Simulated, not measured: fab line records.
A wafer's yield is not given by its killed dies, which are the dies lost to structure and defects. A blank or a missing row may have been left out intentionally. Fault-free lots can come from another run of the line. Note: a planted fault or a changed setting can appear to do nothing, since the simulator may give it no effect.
Chamber matching + flow n5-finfet + N5_HKMG_FIN_PWFM_ALD_03 on ald-metal-01 has 4 sister chambers
The step deposits TiN, target thk 2 nm, pulse time 1 s, purge time 3 s. 8 wafers are shown with their chamber, then 8 later ones without.

== WAFERS, EACH WITH ITS CHAMBER ==
| wafer  | chamber | heater-power-w (W) | precursor-pulse-height-rel |
|--------|---------|--------------------|----------------------------|
| L078.4 | 3       | 868                | 1.003                      |
| L078.6 | 3       | 847                | 0.975                      |
| L084.1 | 1       | 957                | 1.019                      |
| L084.4 | 2       | 894                | 1.002                      |
| L090.2 | 2       | 910                | 0.974                      |
| L090.4 | 0       | 947                | 1.036                      |
| L090.6 | 0       | 972                | 0.999                      |
| L094.1 | 1       | 954                | 1.011                      |

== WAFERS WITHOUT THEIR CHAMBER ==
| wafer  | heater-power-w (W) | precursor-pulse-height-rel |
|--------|--------------------|----------------------------|
| L094.4 | 856                | 0.989                      |
| L094.6 | 862                | 1.012                      |
| L095.2 | 964                | 1.000                      |
| L095.5 | 953                | 1.015                      |
| L095.6 | 981                | 1.027                      |
| L096.2 | 939                | 0.988                      |
| L096.4 | 842                | 0.982                      |
| L096.5 | 969                | 0.989                      |

== CHAMBER TAKEN BY EACH ==
| wafer  | from the rows above          | in truth |
|--------|------------------------------|----------|
| L094.4 | 3                            | 3        |
| L094.6 | 3                            | 3        |
| L095.2 | can't be placed: 0 or 1      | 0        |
| L095.5 | can't be placed: 1 or 0      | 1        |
| L095.6 | can't be placed: 0 or 1      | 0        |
| L096.2 | can't be placed: 1 or 0 or 2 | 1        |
| L096.4 | 3                            | 3        |
| L096.5 | can't be placed: 0 or 1      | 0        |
Placed correctly: 3 of 8. These rows do not allow placing 5 (true chamber among the candidates in 5). Wrongly placed: 0.
How it was worked out, from the rows above alone: a wafer's distance from a chamber is the root of the sum, over the readings, of the square of ((its reading less the chamber's mean) divided by the reading's scatter). The wafer belongs to the nearest chamber; if the next one is less than 2 further off, it can't be placed. A chamber's mean is the mean of its shown wafers. The scatter: take each reading less its chamber's mean, square it, sum over the shown wafers, divide by the number of wafers less the number of chambers, and take the root.
